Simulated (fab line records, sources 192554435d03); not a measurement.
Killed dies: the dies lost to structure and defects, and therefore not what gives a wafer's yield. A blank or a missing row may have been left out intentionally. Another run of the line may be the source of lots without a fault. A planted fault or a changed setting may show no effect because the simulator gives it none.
Chamber matching	flow n5-finfet	N5_BEOL_M12_TRENCH_ETCH_34 on rie-diel-06: 4 sister chambers
The step etches SiOC in C4F8/O2/Ar, target depth 318.95 nm, time 125.5 s. 22 wafers are shown with their chamber, then 11 later ones without.

== EACH WAFER AND ITS CHAMBER ==
wafer	chamber	drypump-motor-current-A (A)	throttle-valve-pct (%)	oes-product-au (a.u.)
L077.3	1	5.2	24.25	0.67
L077.4	0	5.8	24.23	0.70
L077.5	3	6.8	23.93	0.95
L080.2	1	5.2	24.25	0.67
L080.4	3	6.7	23.93	0.96
L080.6	0	5.9	24.21	0.71
L081.2	1	5.2	24.26	0.66
L081.3	2	6.2	23.87	0.97
L081.5	2	6.2	23.88	0.95
L083.1	0	5.9	24.23	0.70
L083.2	3	6.8	23.94	0.92
L083.6	0	5.9	24.22	0.69
L082.1	3	6.7	23.94	0.92
L082.4	0	5.9	24.24	0.69
L082.6	1	5.2	24.25	0.67
L086.2	0	6.0	24.23	0.70
L086.3	2	6.2	23.89	0.92
L086.4	2	6.2	23.89	0.93
L084.2	3	6.8	23.97	0.90
L084.4	3	6.8	23.96	0.91
L084.5	2	6.2	23.91	0.92
L087.3	0	5.9	24.24	0.69

SIGNATURES (means of the wafers above)
reading	chamber 0	chamber 1	chamber 2	chamber 3	scatter within a chamber
drypump-motor-current-A	5.900	5.200	6.200	6.767	0.043
throttle-valve-pct	24.2286	24.2525	23.8880	23.9450	0.0129
oes-product-au	0.6971	0.6675	0.9380	0.9267	0.0167
Rule: a wafer's distance from a chamber is the root of the sum, over the readings, of the square of ((its reading less the chamber's mean) divided by the reading's scatter). The wafer belongs to the nearest chamber; if the next one is less than 2 further off, it can't be placed. The scatter: the root of (the sum of the squares of (reading less its chamber's mean) over the shown wafers, divided by (wafers less chambers)).

== WAFERS MISSING THEIR CHAMBER ==
wafer	drypump-motor-current-A (A)	throttle-valve-pct (%)	oes-product-au (a.u.)
L087.4	6.2	23.92	0.91
L087.5	6.8	23.97	0.89
L085.1	6.2	23.89	0.90
L085.3	5.9	24.25	0.68
L085.6	5.9	24.24	0.69
L091.3	6.8	23.98	0.87
L091.4	6.2	23.92	0.88
L091.5	5.2	24.04	0.94
L096.1	5.2	24.07	0.89
L096.2	6.2	23.93	0.83
L096.4	5.2	24.08	0.88

== WHICH CHAMBER EACH ONE RAN IN ==
wafer	from the rows above	in truth
L087.4	2	2
L087.5	3	3
L085.1	2	2
L085.3	0	0
L085.6	0	0
L091.3	3	3
L091.4	2	2
L091.5	1	1
L096.1	1	1
L096.2	2	2
L096.4	1	1
Correct placement for 11 of the 11. Not placeable from these rows: 0. Placed wrongly: 0.
